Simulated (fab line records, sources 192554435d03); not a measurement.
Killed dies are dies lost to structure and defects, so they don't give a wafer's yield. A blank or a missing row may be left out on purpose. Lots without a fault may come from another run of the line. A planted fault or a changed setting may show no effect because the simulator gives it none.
Chamber matching | flow n5_finfet | N5_BEOL_M5_CURE_80 on uv_cure-02: 3 sister chambers
The step cures SiCOH lowk, time 120 s. 22 wafers are shown with their chamber, then 11 later ones without.

WAFERS WITH THEIR CHAMBER
wafer  | chamber | wafer_temp_C_max | lamp_power_pct (%)
L076.1 | 1       | 371.7            | 52.34
L076.2 | 1       | 371.5            | 52.31
L076.4 | 1       | 371.8            | 52.26
L077.1 | 1       | 372.9            | 52.35
L077.4 | 1       | 372.1            | 52.35
L077.6 | 1       | 371.4            | 52.35
L078.3 | 1       | 372.7            | 52.25
L078.5 | 1       | 372.0            | 52.32
L078.6 | 1       | 372.1            | 52.29
L081.2 | 2       | 372.0            | 52.34
L081.4 | 2       | 371.5            | 52.31
L081.5 | 2       | 371.6            | 52.25
L082.4 | 1       | 372.4            | 52.33
L082.5 | 1       | 372.3            | 52.27
L082.6 | 1       | 373.4            | 52.32
L086.1 | 0       | 371.8            | 52.28
L086.2 | 0       | 371.9            | 52.36
L086.3 | 0       | 372.0            | 52.35
L087.1 | 1       | 372.4            | 52.34
L087.3 | 1       | 372.4            | 52.28
L087.4 | 1       | 373.2            | 52.32
L090.3 | 2       | 371.2            | 52.37

SIGNATURES (means of the wafers above)
reading          | chamber 0 | chamber 1 | chamber 2 | scatter within a chamber
wafer_temp_C_max | 371.900   | 372.287   | 371.575   | 0.52
lamp_power_pct   | 52.3300   | 52.3120   | 52.3175   | 0.0383
Rule: a wafer's distance from a chamber is the root of the sum, over the readings, of the square of ((its reading less the chamber's mean) divided by the reading's scatter). The wafer belongs to the nearest chamber; if the next one is less than 2 further off, it can't be placed. The scatter: the root of (the sum of the squares of (reading less its chamber's mean) over the shown wafers, divided by (wafers less chambers)).

WAFERS WITHOUT THEIR CHAMBER
wafer  | wafer_temp_C_max | lamp_power_pct (%)
L090.4 | 371.4            | 52.37
L090.6 | 371.8            | 52.28
L092.2 | 371.9            | 52.25
L092.3 | 371.4            | 52.29
L092.4 | 371.5            | 52.36
L096.1 | 372.6            | 52.40
L096.2 | 371.8            | 52.31
L096.4 | 372.7            | 52.29
L096.3 | 372.4            | 52.32
L096.5 | 372.6            | 52.33
L096.6 | 372.1            | 52.37

WHICH CHAMBER EACH WENT THROUGH
wafer  | from the rows above          | in truth
L090.4 | can't be placed: 2 or 0 or 1 | 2
L090.6 | can't be placed: 2 or 1 or 0 | 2
L092.2 | can't be placed: 1 or 2 or 0 | 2
L092.3 | can't be placed: 2 or 0 or 1 | 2
L092.4 | can't be placed: 0 or 2 or 1 | 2
L096.1 | can't be placed: 0 or 1 or 2 | 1
L096.2 | can't be placed: 2 or 0 or 1 | 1
L096.4 | can't be placed: 1 or 0 or 2 | 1
L096.3 | can't be placed: 1 or 0 or 2 | 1
L096.5 | can't be placed: 1 or 0 or 2 | 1
L096.6 | can't be placed: 0 or 1 or 2 | 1
Placed correctly: 0 of 11. Can't be placed from these rows: 11 (the true chamber is among the candidates in 11). Placed wrongly: 0.
